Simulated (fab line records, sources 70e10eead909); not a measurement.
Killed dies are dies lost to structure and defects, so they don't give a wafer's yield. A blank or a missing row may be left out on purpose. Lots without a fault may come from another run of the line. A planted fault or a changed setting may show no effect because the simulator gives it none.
Which tool did it? | flow nand_harc | 12 lots, 36 wafers sampled, at 1 step of a route of 1302

WHAT THE GAUGES READ, wafer by wafer
NHARC_A_CONTACT_CD_MEAS_53.
lot  | measured     | on        | cd_nm (nm)
L075 | day 22 04:25 | cd_sem-03 | 289.1 290.5 290.2
L077 | day 23 03:21 | cd_sem-01 | 288.7 289.3 288.6
L080 | day 23 18:47 | cd_sem-02 | 288.4 288.9 288.3
L081 | day 25 06:39 | cd_sem-02 | 289.5 290.4 290.3
L083 | day 25 17:26 | cd_sem-01 | 289.9 291.1 290.1
L085 | day 26 08:55 | cd_sem-03 | 289.7 289.6 289.3
L088 | day 27 06:24 | cd_sem-03 | 289.6 289.7 289.2
L089 | day 27 12:16 | cd_sem-02 | 288.5 289.0 288.2
L090 | day 27 22:14 | cd_sem-03 | 289.6 289.7 289.7
L093 | day 29 10:50 | cd_sem-02 | 289.3 289.8 288.8
L095 | day 30 02:22 | cd_sem-03 | 290.5 290.2 289.4
L097 | day 31 10:39 | cd_sem-01 | 289.4 289.9 290.0

WHICH TOOL RAN EACH LOT (tool, then ch and the chambers of the sampled wafers, then the start)
The record holds no process step before these readings.

THE ANSWER, worked out from the rows above alone
Rule: what is usual is taken from the lots themselves. Put in order of their means at a reading, lots are off if they are a third of the lots or fewer, leave a main group of 4 or more, and stand apart from it by a gap of 3 or more times the standard deviation of the main group's means; of several such gaps the widest counts. A main group whose means are all the same, to the digits that the tables above print for the reading, isn't used. A lot without any number at a reading at which 4 lots or more have one is off too. The other lots that the step has rows for count as sound.
No lot is off at any reading shown: from this, nothing can be told.

WHAT THE SIMULATOR HAD PUT IN
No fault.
